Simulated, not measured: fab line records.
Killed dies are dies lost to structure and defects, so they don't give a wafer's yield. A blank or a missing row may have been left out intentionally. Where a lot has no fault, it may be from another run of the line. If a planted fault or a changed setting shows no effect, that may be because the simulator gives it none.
A single fault, viewed from 3 desks -- flow n5 finfet -- numbers are kept per desk, each desk with only its own; the story behind them comes last

== METROLOGY DESK ==
Means of the sampled wafers that have a number, per lot and without regard to the tool the lot ran on: this is what the gauges read. Any lot whose mean is over 4 standard deviations away from the usual mean is out of limits and marked OUT; that distance is given in the brackets.
Columns: A = cd nm at N5_PASSIVATION_CD_MEAS_44, usual 40000 nm; B = PASS_OPEN_OVL at N5_PASSIVATION_OVL_MEAS_66, usual -3 nm
lot,first seen here,A,B
L443,day 14 13:22,39995,-3
L444,day 15 09:41,40003,-8
L449,day 16 10:43,39998,-5
L450,day 16 17:58,40003,-6
L453,day 17 10:53,40004,5
L454,day 18 03:44,40003,0
Finding of this desk: none of the 6 lots has anything out of limits.

== THE DEFECT DESK ==
Lot by lot, what the route's inspections counted, given as the mean of those sampled wafers with a number. Any lot whose mean is over 4 standard deviations away from the usual mean is out of limits and marked OUT; that distance is given in the brackets.
Columns: A = raw defect count at N5_PASSIVATION_INSPECT_67, usual 2.0
lot,first seen here,A
L443,day 14 13:25,2.3
L444,day 15 09:44,1.3
L449,day 16 10:46,2.0
L450,day 16 18:01,2.7
L453,day 17 10:56,2.0
L454,day 18 03:47,1.7
Finding of this desk: none of the 6 lots has anything out of limits.

== DESK OF THE TOOL OWNER: rie diel-04 ==
The tool's own readings at N5_PASSIVATION_PASS_ETCH_47 (etches SiNx in CF4/O2, target depth 770 nm, time 385 s): means of the sampled wafers that have a number, for each lot that ran on this tool. Any lot whose mean is over 4 standard deviations away from the usual mean is out of limits and marked OUT; that distance is given in the brackets.
Columns: A = drypump motor current A at N5_PASSIVATION_PASS_ETCH_47, usual 5.5 A; B = oes product au at N5_PASSIVATION_PASS_ETCH_47, usual 0.79 a.u.; C = rf vpp V at N5_PASSIVATION_PASS_ETCH_47, usual 245 V; D = run length s at N5_PASSIVATION_PASS_ETCH_47, usual 408.2 s; E = showerhead plenum p Torr at N5_PASSIVATION_PASS_ETCH_47, usual 2.20 Torr; F = throttle valve pct at N5_PASSIVATION_PASS_ETCH_47, usual 15.83 %
lot,first seen here,A,B,C,D,E,F
L444,day 15 10:07,5.8,0.83,253,408.8,2.24,15.86
L449,day 16 11:03,5.6,0.82,246,437.0 (+54) OUT,2.23,15.69
L450,day 16 18:05,5.9,0.82,244,436.9 (+54) OUT,2.26,15.66
This desk finds L449, L450 out of limits, L449 being first, at day 16 11:03 (run length s at N5_PASSIVATION_PASS_ETCH_47). In limits: L444.

== TAKEN TOGETHER ==
On L449, L450, at day 16 11:03, an alarm was possible from the tool owner's desk.
From the metrology desk's view, nothing was out of limits.
Nothing out of limits was seen by the defect desk.
The metrology desk has L449, L450 on record, within its limits.
The defect desk has L449, L450 on record, within its limits.
On rie diel-04, each named lot ran N5_PASSIVATION_PASS_ETCH_47.

== WHAT THE SIMULATOR PUT IN ==
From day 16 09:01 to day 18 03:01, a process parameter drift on rie diel-04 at N5_PASSIVATION_PASS_ETCH_47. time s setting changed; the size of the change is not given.
Struck lots among those shown: L449, L450.
How many hours passed from the start of the fault until each desk's first out-of-limits reading: the tool owner's desk, 2.
